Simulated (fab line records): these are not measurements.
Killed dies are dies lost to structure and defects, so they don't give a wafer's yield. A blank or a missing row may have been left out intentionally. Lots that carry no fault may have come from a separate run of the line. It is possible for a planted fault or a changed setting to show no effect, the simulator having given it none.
fab line records -- flow n5-finfet
record: lots: 6, wafers: 18, last-day: 17
route steps=1938 shown DUMMY_GATE@222 BEOL_M4@1111 PASSIVATION@1936
lots untouched by any fault: they come from a run of this same line in which no faults occurred
start-h: start of the lot's first displayed wafer, in hours after the record's first day -- wait-h: how many hours have passed since the lot's step before this one -- " identical to the entry in the row above -- L1.1+2: one row covering several wafers at once -- - no value, or no start given -- * or withheld: withheld -- < > ~ a bound
route shown NAME@n: names a module that has steps shown in the file, with the first one's number in the route -- usual: mean and standard deviation over wafers with no fault -- same: alike in all rows -- chamber/n: place in a boat -- sites: each site's reading -- _std_site: the standard deviation of these -- _edge_site: inner sites' mean taken away from outer sites' mean -- radius-mm: how far each site lies from the wafer's centre -- mask NAME#n: copy n -- behind: tool/chamber where the wafer was last shaped -- hold: what put the lot on hold/how long, in hours/how the hold closed -- device: transistor that didn't switch, given as n, p or np -- end of line: at the end of the route, the tests of the same wafers -- a step given without rows: its recipe and nothing more -- killed: at the first sort, the dies lost to defects and structure; wafer yield is something else -- map: shows each die of a wafer: x if killed, . if not, _ if none is there
set.NAME: the setting as run; set.NAME@STEP: as run at that earlier step -- model.NAME: the simulator's own value behind a step, which no gauge read
certain route steps with their lots: each step a table, each wafer a row
services: a tool's chamber out of use, with start hour (start-h, from the record's first day; less than 0 if before it), hours out, and reason
== steps ==
step: N5_DUMMY_GATE_COAT_34
recipe: resist: SOC, temp-c: 250, time-s: 60, spin-rpm: 1500, resist-thk-nm: 60
step: N5_DUMMY_GATE_COAT_35
recipe: resist: SiARC, temp-c: 220, time-s: 60, spin-rpm: 1500, resist-thk-nm: 10
step: N5_DUMMY_GATE_COAT_28
recipe: resist: underlayer, temp-c: 205, time-s: 60, spin-rpm: 1500, resist-thk-nm: 10
step: N5_DUMMY_GATE_COAT_09
recipe: resist: CAR-EUV, spin-rpm: 1500, resist-thk-nm: 30
step: N5_DUMMY_GATE_EBR_11
recipe: solvent: PGMEA, ebr-width-mm: 1.5
step: N5_DUMMY_GATE_SOFTBAKE_10
recipe: temp-c: 110, time-s: 60, resist: CAR-EUV
step: N5_DUMMY_GATE_EXPOSE_12
recipe: mask-id: GATE, na: 0.33, source-shape: annular, sigma-inner: 0.2, sigma-outer: 0.6, polarization: unpolarized, target-cd-nm: 25, dose-mj: 34
step: N5_DUMMY_GATE_PEB_13
recipe: peb-temp-c: 100, peb-time-s: 60, resist: CAR-EUV
step: N5_DUMMY_GATE_DEVELOP_14
recipe: develop-time-s: 30, developer: TMAH, resist: CAR-EUV, rinse-liquid: surfactant-rinse, dry: air-spin, dev-temp-c: 23
step: N5_DUMMY_GATE_CD_MEAS_15
recipe: target-cd-nm: 25.8, landing-energy-ev: 500, detector: se-inlens
usual: cd-nm: 24.97/0.23
lot.wafer,tool,chamber,start-h,wait-h,cd-nm
L193.1,cd-sem-03,0,101.87,-,25.09
L193.2,cd-sem-03,0,101.87,-,24.91
L193.4,cd-sem-03,0,101.87,-,24.90
L198.1,cd-sem-02,0,133.13,-,25.00
L198.2,cd-sem-02,0,133.13,-,24.74
L198.5,cd-sem-02,0,133.13,-,24.23
L202.4,cd-sem-01,0,154.42,-,24.97
L202.5,cd-sem-01,0,154.42,-,25.12
L202.6,cd-sem-01,0,154.42,-,24.78
L204.1,cd-sem-02,0,167.80,-,24.75
L204.3,cd-sem-02,0,167.80,-,25.34
L204.6,cd-sem-02,0,167.80,-,25.17
L205.4,cd-sem-03,0,173.43,-,25.23
L205.5,cd-sem-03,0,173.43,-,24.91
L205.6,cd-sem-03,0,173.43,-,24.90
L206.1,cd-sem-02,0,180.54,-,25.01
L206.5,cd-sem-02,0,180.54,-,25.07
L206.6,cd-sem-02,0,180.54,-,25.18
step: N5_DUMMY_GATE_OVL_MEAS_16
recipe: points-per-wafer: 522
usual: GATE_OVL: 0.6/0.65
lot.wafer,tool,chamber,start-h,wait-h,GATE_OVL[nm]
L193.1,overlay-02,0,101.91,0.0,0.8
L193.2,overlay-02,0,101.91,0.0,0.2
L193.4,overlay-02,0,101.91,0.0,0.0
L198.1,overlay-01,0,133.17,0.0,0.5
L198.2,overlay-01,0,133.17,0.0,1.0
L198.5,overlay-01,0,133.17,0.0,-0.1
L202.4,overlay-02,0,154.47,0.0,0.2
L202.5,overlay-02,0,154.47,0.0,0.2
L202.6,overlay-02,0,154.47,0.0,0.6
L204.1,overlay-01,0,167.84,0.0,1.3
L204.3,overlay-01,0,167.84,0.0,1.4
L204.6,overlay-01,0,167.84,0.0,0.6
L205.4,overlay-02,0,173.48,0.0,0.0
L205.5,overlay-02,0,173.48,0.0,0.2
L205.6,overlay-02,0,173.48,0.0,0.0
L206.1,overlay-02,0,180.58,0.0,0.9
L206.5,overlay-02,0,180.58,0.0,0.2
L206.6,overlay-02,0,180.58,0.0,0.4
step: N5_DUMMY_GATE_INSPECT_17
recipe: mode: adi, inspect-instrument: brightfield
usual: raw-defect-count: 191/53
lot.wafer,tool,chamber,start-h,wait-h,raw-defect-count
L193.1,defect-inspect-01,-,101.97,0.1,236
L193.2,defect-inspect-01,-,101.97,0.1,230
L193.4,defect-inspect-01,-,101.97,0.1,229
L198.1,defect-inspect-02,-,133.23,0.1,165
L198.2,defect-inspect-02,-,133.23,0.1,289
L198.5,defect-inspect-02,-,133.23,0.1,155
L202.4,defect-inspect-02,-,154.52,0.0,171
L202.5,defect-inspect-02,-,154.52,0.0,156
L202.6,defect-inspect-02,-,154.52,0.0,181
L204.1,defect-inspect-02,-,167.90,0.1,144
L204.3,defect-inspect-02,-,167.90,0.1,163
L204.6,defect-inspect-02,-,167.90,0.1,170
L205.4,defect-inspect-01,-,173.52,0.0,270
L205.5,defect-inspect-01,-,173.52,0.0,257
L205.6,defect-inspect-01,-,173.52,0.0,251
L206.1,defect-inspect-02,-,180.63,0.1,140
L206.5,defect-inspect-02,-,180.63,0.1,178
L206.6,defect-inspect-02,-,180.63,0.1,188
step: N5_DUMMY_GATE_DESCUM_20
recipe: chemistry: O2, time-s: 6.2, source-power-w: 50, bias-power-w: 20, pressure-mtorr: 20, rf-frequency-hz: 2.712e+07, temp-c: 40, resist: CAR-EUV, o2-flow-sccm: 225
usual: drypump-motor-current-A: 5.7/0.43, oes-product-au: 0.79/0.092, rf-vpp-V: 243.2/1.2, showerhead-plenum-p-Torr: 2.10/0.056, throttle-valve-pct: 20.51/0.23
lot.wafer,tool,chamber,start-h,wait-h,drypump-motor-current-A,oes-product-au,rf-hours-counter-h,rf-vpp-V,showerhead-plenum-p-Torr,throttle-valve-pct,model.CAR-EUV_of_DUMMY_GATE_COAT_09.thk-nm
L193.1,rie-diel-05,0,102.00,0.0,5.0,0.81,103,243.3,2.09,20.69,26.6
L193.2,rie-diel-05,2,102.00,0.0,5.9,0.83,77,244.2,2.12,20.47,26.4
L193.4,rie-diel-05,3,102.00,0.0,5.8,0.77,146,245.6,2.16,20.65,26.6
L198.1,rie-diel-04,0,133.33,0.1,5.4,0.79,112,242.5,2.03,20.43,26.4
L198.2,rie-diel-04,1,133.33,0.1,6.4,0.91,27,244.2,2.13,20.44,26.4
L198.5,rie-diel-04,0,133.33,0.1,5.4,0.79,-,242.8,2.03,20.43,26.4
L202.4,rie-diel-02,3,154.58,0.1,5.7,0.68,-,242.6,2.07,20.86,26.6
L202.5,rie-diel-02,1,154.58,0.1,6.3,0.68,-,240.8,1.97,20.76,26.4
L202.6,rie-diel-02,0,154.58,0.1,6.1,0.68,-,243.1,2.15,20.72,26.4
L204.1,rie-diel-04,1,167.94,0.0,6.5,0.88,39,243.1,2.12,20.47,26
L204.3,rie-diel-04,0,167.94,0.0,5.4,0.78,124,241.7,2.02,20.45,26
L204.6,rie-diel-04,1,167.94,0.0,6.4,0.88,-,242.8,2.12,20.45,26
L205.4,rie-diel-04,1,173.59,0.1,6.4,0.88,-,243.3,2.12,20.46,26.4
L205.5,rie-diel-04,0,173.59,0.1,5.4,0.78,-,243.5,2.02,20.43,26.4
L205.6,rie-diel-04,3,173.59,0.1,5.4,0.92,-,244.2,2.15,20.35,25.8
L206.1,rie-diel-05,3,181.04,0.4,5.8,0.74,169,243.7,2.16,20.64,26.4
L206.5,rie-diel-05,1,181.04,0.4,5.8,0.86,-,241.5,2.02,20.05,26.4
L206.6,rie-diel-05,0,181.04,0.4,5.0,0.79,-,243.7,2.08,20.72,26.4
step: N5_DUMMY_GATE_ETCH_29
recipe: chemistry: N2/H2, target: underlayer, target-depth-a: 130, ion-energy-ev: 200, pressure-mtorr: 30, source-w: 840, bias-w: 150, n2-flow-sccm: 200, h2-flow-sccm: 200
usual: drypump-motor-current-A: 5.7/0.43, h2-flow-sccm: 200.0/0.65, oes-product-au: 0.79/0.092, rf-vpp-V: 524.0/2.1, showerhead-plenum-p-Torr: 2.55/0.066, throttle-valve-pct: 18.02/0.28
lot.wafer,tool,chamber,start-h,wait-h,drypump-motor-current-A,h2-flow-sccm,oes-product-au,rf-hours-counter-h,rf-vpp-V,showerhead-plenum-p-Torr,throttle-valve-pct,model.CAR-EUV_of_DUMMY_GATE_COAT_09.thk-nm
L193.1,rie-diel-05,0,102.06,0.0,5.0,199.4,0.82,103,524.6,2.57,18.26,19
L193.2,rie-diel-05,2,102.06,0.0,5.9,199.4,0.85,77,523.9,2.57,17.89,18.6
L193.4,rie-diel-05,3,102.06,0.0,5.8,200.3,0.76,146,527.1,2.66,18.33,19.2
L198.1,rie-diel-04,0,133.39,0.0,5.4,200.5,0.81,112,521.1,2.47,18.03,18.6
L198.2,rie-diel-04,1,133.39,0.0,6.4,200.2,0.91,27,524.5,2.57,17.79,18.8
L198.5,rie-diel-04,0,133.39,0.0,5.4,201.1,0.81,-,521.3,2.47,18.04,18.6
L202.4,rie-diel-02,3,154.63,0.0,5.7,200.2,0.68,-,523.1,2.52,18.42,19
L202.5,rie-diel-02,1,154.63,0.0,6.3,199.3,0.66,-,519.1,2.41,18.25,19.4
L202.6,rie-diel-02,0,154.63,0.0,6.1,200.0,0.68,-,526.0,2.60,18.08,19
L204.1,rie-diel-04,1,168.00,0.0,6.5,199.7,0.88,39,525.5,2.57,17.81,18.4
L204.3,rie-diel-04,0,168.00,0.0,5.4,200.4,0.80,124,521.2,2.46,18.06,18
L204.6,rie-diel-04,1,168.00,0.0,6.5,199.1,0.89,-,525.9,2.57,17.81,18.2
L205.4,rie-diel-04,1,173.64,0.0,6.5,200.4,0.88,-,524.7,2.57,17.80,18.6
L205.5,rie-diel-04,0,173.64,0.0,5.4,199.4,0.80,-,522.3,2.46,18.08,18.4
L205.6,rie-diel-04,3,173.64,0.0,5.4,200.1,0.91,-,525.1,2.59,17.68,18
L206.1,rie-diel-05,3,181.10,0.0,5.9,200.3,0.74,169,526.8,2.65,18.37,19.2
L206.5,rie-diel-05,1,181.10,0.0,5.8,200.1,0.86,-,521.6,2.47,17.53,19
L206.6,rie-diel-05,0,181.10,0.0,5.0,200.5,0.79,-,524.3,2.56,18.31,19
step: N5_DUMMY_GATE_ETCH_36
recipe: chemistry: CF4, target: SiARC, target-depth-a: 130, pressure-mtorr: 40, source-w: 545, bias-w: 36, Ar_flow_sccm: 100, cf4-flow-sccm: 100, ion-energy-ev: 80
usual: drypump-motor-current-A: 5.7/0.43, oes-product-au: 0.80/0.093, rf-vpp-V: 184.1/1.1, showerhead-plenum-p-Torr: 2.15/0.06, throttle-valve-pct: 15.69/0.23
lot.wafer,tool,chamber,start-h,wait-h,drypump-motor-current-A,oes-product-au,rf-hours-counter-h,rf-vpp-V,showerhead-plenum-p-Torr,throttle-valve-pct
L193.1,rie-diel-05,0,102.10,0.0,5.0,0.82,103,183.4,2.16,15.90
L193.2,rie-diel-05,2,102.10,0.0,5.9,0.83,77,183.4,2.17,15.60
L193.4,rie-diel-05,3,102.10,0.0,5.8,0.75,147,183.7,2.24,15.97
L198.1,rie-diel-04,0,133.43,0.0,5.4,0.81,112,182.6,2.07,15.51
L198.2,rie-diel-04,1,133.43,0.0,6.5,0.91,27,184.0,2.18,15.60
L198.5,rie-diel-04,0,133.43,0.0,5.4,0.82,-,183.9,2.07,15.51
L202.4,rie-diel-02,3,154.67,0.0,5.7,0.68,-,183.9,2.10,15.97
L202.5,rie-diel-02,1,154.67,0.0,6.3,0.67,-,181.9,2.01,15.88
L202.6,rie-diel-02,0,154.67,0.0,6.1,0.68,-,184.1,2.20,15.98
L204.1,rie-diel-04,1,168.04,0.0,6.4,0.88,39,184.3,2.17,15.61
L204.3,rie-diel-04,0,168.04,0.0,5.4,0.81,124,183.8,2.07,15.53
L204.6,rie-diel-04,1,168.04,0.0,6.4,0.89,-,184.7,2.17,15.62
L205.4,rie-diel-04,1,173.68,0.0,6.4,0.88,-,184.0,2.17,15.63
L205.5,rie-diel-04,0,173.68,0.0,5.4,0.80,-,182.0,2.07,15.52
L205.6,rie-diel-04,3,173.68,0.0,5.4,0.90,-,184.2,2.18,15.31
L206.1,rie-diel-05,3,181.14,0.0,5.9,0.74,169,184.9,2.23,16.02
L206.5,rie-diel-05,1,181.14,0.0,5.9,0.87,-,183.7,2.11,15.42
L206.6,rie-diel-05,0,181.14,0.0,5.0,0.80,-,183.5,2.15,15.93
step: N5_BEOL_M4_RC_MEAS_101
usual: DIBL_N: 37.2/1.8, DIBL_P: 37.5/2.5, IOFF_N: 0.17/0.038, IOFF_P: 0.24/0.046, ION_N: 681/13, ION_P: 469/8.5, SS_N: 71.7/0.6, SS_P: 73.6/0.69, VT_N: 249/3.4, VT_P: -248/3.6
lot.wafer,tool,chamber,start-h,wait-h,DIBL_N[mV/V],DIBL_P[mV/V],IOFF_N[nA/um],IOFF_P[nA/um],ION_N[uA/um],ION_P[uA/um],SS_N[mV/dec],SS_P[mV/dec],VT_N[mV],VT_P[mV]
L193.1,prober-01,0,231.47,0.0,35.4,37.0,0.16,0.21,667,457,72.0,73.1,252,-250
L193.2,prober-01,0,231.47,0.0,34.9,36.4,0.15,0.20,671,466,72.1,73.8,253,-251
L193.4,prober-01,0,231.47,0.0,35.8,38.2,0.18,0.24,691,478,71.5,73.4,247,-248
L198.1,prober-01,0,254.31,0.0,35.1,33.8,0.13,0.19,674,465,71.8,73.2,254,-252
L198.2,prober-01,0,254.31,0.0,38.0,37.7,0.17,0.26,677,465,72.6,73.9,252,-249
L198.5,prober-01,0,254.31,0.0,38.2,37.9,0.19,0.25,691,473,72.3,74.2,249,-249
L202.4,prober-02,0,288.17,0.5,35.1,35.0,0.12,0.15,664,447,70.9,72.2,255,-259
L202.5,prober-02,0,288.17,0.5,34.1,34.2,0.11,0.14,657,447,70.4,72.4,254,-258
L202.6,prober-02,0,288.17,0.5,38.0,39.2,0.18,0.22,685,463,71.5,73.5,246,-252
L204.1,prober-01,0,291.18,0.0,35.5,37.2,0.15,0.22,683,477,70.5,73.9,249,-248
L204.3,prober-01,0,291.18,0.0,38.7,41.1,0.21,0.27,692,471,72.2,74.7,247,-245
L204.6,prober-01,0,291.18,0.0,39.9,42.1,0.24,0.30,695,466,72.6,74.4,245,-247
L205.4,prober-02,0,291.95,0.5,34.3,35.6,0.15,0.21,675,470,70.9,73.1,247,-247
L205.5,prober-02,0,291.95,0.5,38.4,40.6,0.22,0.29,693,477,73.0,74.5,245,-245
L205.6,prober-02,0,291.95,0.5,37.2,39.1,0.20,0.26,697,476,71.6,73.8,243,-244
L206.1,prober-01,0,295.26,0.0,32.8,32.0,0.11,0.16,665,466,70.5,72.1,256,-252
L206.5,prober-01,0,295.26,0.0,37.1,37.5,0.18,0.24,685,470,71.8,73.7,249,-249
L206.6,prober-01,0,295.26,0.0,36.1,36.4,0.16,0.22,682,470,71.8,72.9,252,-245
step: N5_PASSIVATION_PROBE_49
usual: defect-limited-yield: 91.2/1.4, killed_at_M0_to_M3: 32/10, killed_at_M4_up: 14/6.2, killed-at-contacts: 12/6.3, killed-at-front-end: 42/13, killed-at-other: 4/3.4, killed-dies: 104/17, killed-open: 67/12, killed-short: 34/8.1, sort_bin_5_function: 5.2/0.93, sort_bin_6_memory: 3.2/0.65, sort-n-pass: 1075/16, sort-yield-pct: 91.1/1.4
same: gross-dies: 1180, killed-at-back-side: 0, sort_bin_4_leakage[%]: 0, sort_bin_8_speed[%]: 0
lot.wafer,tool,chamber,start-h,wait-h,defect-limited-yield[%],killed_at_M0_to_M3,killed_at_M4_up,killed-at-contacts,killed-at-front-end,killed-at-other,killed-dies,killed-open,killed-short,sort_bin_5_function[%],sort_bin_6_memory[%],sort-n-pass,sort-yield-pct[%]
L193.1,prober-01,-,336.53,0.0,90.7,21,27,10,51,1,110,71,39,5.3,3.6,1070,90.7
L193.2,prober-01,-,336.58,0.1,88.8,36,27,28,37,4,132,93,35,7.5,3.5,1048,88.8
L193.4,prober-01,-,336.68,0.2,90.8,29,34,8,37,1,109,71,37,5.2,3.5,1071,90.8
L198.1,prober-01,-,350.34,0.0,92.6,28,13,3,42,1,87,58,28,4.0,3.3,1093,92.6
L198.2,prober-01,-,350.39,0.1,90.8,59,7,8,27,7,108,70,37,5.7,2.9,1072,90.8
L198.5,prober-01,-,350.54,0.2,90.2,42,20,16,35,3,116,69,46,6.6,2.8,1064,90.2
L202.4,prober-01,-,393.83,0.2,90.3,48,10,13,41,2,114,72,40,5.8,3.5,1066,90.3
L202.5,prober-01,-,393.88,0.2,90.4,39,15,17,38,4,113,85,28,5.5,3.8,1067,90.4
L202.6,prober-01,-,393.93,0.3,90.6,40,3,12,54,2,111,68,40,5.9,2.8,1069,90.6
L204.1,prober-01,-,400.35,0.0,91.4,30,15,8,47,2,102,44,51,4.1,3.4,1078,91.4
L204.3,prober-01,-,400.45,0.1,88.8,29,9,17,65,12,132,63,62,6.3,3.6,1048,88.8
L204.6,prober-01,-,400.60,0.3,91.2,24,10,12,57,1,104,67,33,4.8,3.4,1076,91.2
L206.1,prober-01,-,404.22,0.0,91.6,27,7,13,48,4,99,61,32,4.7,3.1,1081,91.6
L206.5,prober-01,-,404.42,0.2,91.9,29,12,4,32,18,95,55,38,4.3,3.2,1085,91.9
L206.6,prober-01,-,404.47,0.3,91.9,33,6,7,44,6,96,56,35,5.3,2.5,1084,91.9
killed by level:class
L193.1 BEOL_M4:geometric-particle:open=10 STI_FIN_REVEAL:geometric-particle:open=9 MOL_CONTACT_COAG:geometric-particle:open=9 ILD0:geometric-particle:open=8 BEOL_M4:geometric-particle:short=8 BEOL_M0_SAQP:geometric-particle:open=6 BEOL_M5:geometric-particle:open=6 FIN_SAQP:geometric-particle:short=5
L193.2 MOL_CONTACT_COAG:geometric-particle:open=22 BEOL_M3:geometric-particle:open=13 STI_FIN_REVEAL:geometric-particle:open=12 BEOL_M0_SAQP:geometric-particle:open=7 GATE_CUT:geometric-particle:short=6 MOL_CONTACT_COAG:geometric-particle:short=6 BEOL_M4:geometric-particle:short=6 ILD0:geometric-particle:open=5
L193.4 BEOL_M4:geometric-particle:open=15 BEOL_M0_SAQP:geometric-particle:open=9 BEOL_M0_SAQP:geometric-particle:short=8 FIN_SAQP:geometric-particle:open=6 MOL_CONTACT_COAG:geometric-particle:open=6 BEOL_M4:geometric-particle:short=6 STI_FIN_REVEAL:geometric-particle:open=5 ILD0:geometric-particle:open=5
L198.1 STI_FIN_REVEAL:geometric-particle:open=12 FIN_SAQP:geometric-particle:short=8 FIN_SAQP:geometric-particle:open=8 BEOL_M3:geometric-particle:open=7 BEOL_M0_SAQP:geometric-particle:short=5 BEOL_M1:geometric-particle:open=5 DUMMY_GATE:geometric-particle:open=4 BEOL_M0_SAQP:geometric-particle:open=4
L198.2 FIN_SAQP:geometric-particle:open=10 BEOL_M1:geometric-particle:open=10 BEOL_M3:geometric-particle:open=10 BEOL_M0_SAQP:geometric-particle:short=9 FIN_SAQP:geometric-particle:short=8 BEOL_M1:geometric-particle:short=7 BEOL_M2:geometric-particle:open=7 MOL_CONTACT_COAG:geometric-particle:open=6
L198.5 FIN_SAQP:geometric-particle:short=11 STI_FIN_REVEAL:geometric-particle:open=8 MOL_CONTACT_COAG:geometric-particle:open=8 MOL_CONTACT_COAG:geometric-particle:short=8 BEOL_M3:geometric-particle:open=8 BEOL_M0_SAQP:geometric-particle:open=7 BEOL_M1:geometric-particle:short=7 BEOL_M2:geometric-particle:open=6
L202.4 BEOL_M1:geometric-particle:open=13 MOL_CONTACT_COAG:geometric-particle:open=12 BEOL_M0_SAQP:geometric-particle:open=9 FIN_SAQP:geometric-particle:open=8 BEOL_M0_SAQP:geometric-particle:short=7 FIN_SAQP:geometric-particle:short=6 GATE_CUT:geometric-particle:short=6 BEOL_M1:geometric-particle:short=6
L202.5 MOL_CONTACT_COAG:geometric-particle:open=17 BEOL_M1:geometric-particle:open=13 STI_FIN_REVEAL:geometric-particle:open=11 BEOL_M3:geometric-particle:open=9 STARTING-WAFER:geometric-particle:open=7 FIN_SAQP:geometric-particle:short=6 BEOL_M0_SAQP:geometric-particle:short=5 BEOL_M4:geometric-particle:open=5
L202.6 FIN_SAQP:geometric-particle:short=16 FIN_SAQP:geometric-particle:open=15 STI_FIN_REVEAL:geometric-particle:open=13 BEOL_M1:geometric-particle:open=12 MOL_CONTACT_COAG:geometric-particle:open=9 BEOL_M0_SAQP:geometric-particle:short=7 BEOL_M1:geometric-particle:short=6 BEOL_M3:geometric-particle:open=5
L204.1 FIN_SAQP:geometric-particle:short=20 BEOL_M3:geometric-particle:open=9 BEOL_M4:geometric-particle:open=6 DUMMY_GATE:geometric-particle:open=5 GATE_CUT:geometric-particle:short=5 BEOL_M0_SAQP:geometric-particle:short=5 BEOL_M2:geometric-particle:open=5 MOL_CONTACT_COAG:geometric-particle:short=4
L204.3 FIN_SAQP:geometric-particle:short=21 MOL_CONTACT_COAG:geometric-particle:open=14 FIN_SAQP:geometric-particle:open=9 BEOL_M0_SAQP:geometric-particle:short=7 GATE_CUT:geometric-particle:short=6 HKMG_FIN:area-etch=6 GATE_CUT:geometric-particle:open=5 BEOL_M1:geometric-particle:open=5
L204.6 FIN_SAQP:geometric-particle:open=12 FIN_SAQP:geometric-particle:short=11 MOL_CONTACT_COAG:geometric-particle:open=11 STI_FIN_REVEAL:geometric-particle:open=7 DUMMY_GATE:geometric-particle:open=7 BEOL_M3:geometric-particle:open=7 BEOL_M1:geometric-particle:open=5 BEOL_M4:geometric-particle:open=5
L206.1 MOL_CONTACT_COAG:geometric-particle:open=10 STI_FIN_REVEAL:geometric-particle:open=10 DUMMY_GATE:geometric-particle:open=8 BEOL_M2:geometric-particle:open=8 BEOL_M3:geometric-particle:open=7 STARTING-WAFER:geometric-particle:short=6 HKMG_FIN:area-etch=6 MOL_CONTACT_COAG:geometric-particle:short=3
L206.5 PAD_METAL:geometric-particle:short=10 STI_FIN_REVEAL:geometric-particle:open=7 BEOL_M1:geometric-particle:open=6 BEOL_M0_SAQP:geometric-particle:short=5 BEOL_M3:geometric-particle:open=5 PASS1_CAP:geometric-particle:short=5 DUMMY_GATE:geometric-particle:open=4 ILD0:geometric-particle:open=4
L206.6 FIN_SAQP:geometric-particle:short=12 BEOL_M3:geometric-particle:open=8 BEOL_M2:geometric-particle:open=7 DUMMY_GATE:geometric-particle:open=6 STARTING-WAFER:geometric-particle:open=6 STI_FIN_REVEAL:geometric-particle:open=4 MOL_CONTACT_COAG:geometric-particle:open=4 BEOL_M0_SAQP:geometric-particle:short=4
== services ==
tool,chamber,start-h,hours,kind
rie-diel-02,2,88.86,120.4,repair
rie-diel-04,2,157.48,-,clean
rie-diel-04,2,157.48,-,consumable-replace:focus-ring
rie-diel-04,2,157.48,18.5,scheduled-down
rie-diel-04,2,157.48,18.5,vent-cycle
== key ==
first-sign none at tools or gauges
model-effect: step: N5_DUMMY_GATE_DESCUM_20, value: CAR-EUV_of_DUMMY_GATE_COAT_09.thk-nm, without: 26.55, struck: 25.95
model-effect: step: N5_DUMMY_GATE_ETCH_29, value: CAR-EUV_of_DUMMY_GATE_COAT_09.thk-nm, without: 18.75, struck: 18.15
met-at N5_DUMMY_GATE_DESCUM_20
struck-wafers L204.1,L204.3,L204.6,L205.6
onset-between 133.33 167.94
fault: kind: process-parameter-drift, tool: rie-diel-04, chamber: -, onset-h: 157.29, steps: N5_DUMMY_GATE_DESCUM_20, channel: time-s, offset: *, shape: step, end-h: 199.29, scope: struck-wafers-only, acts-in: *, stated: *
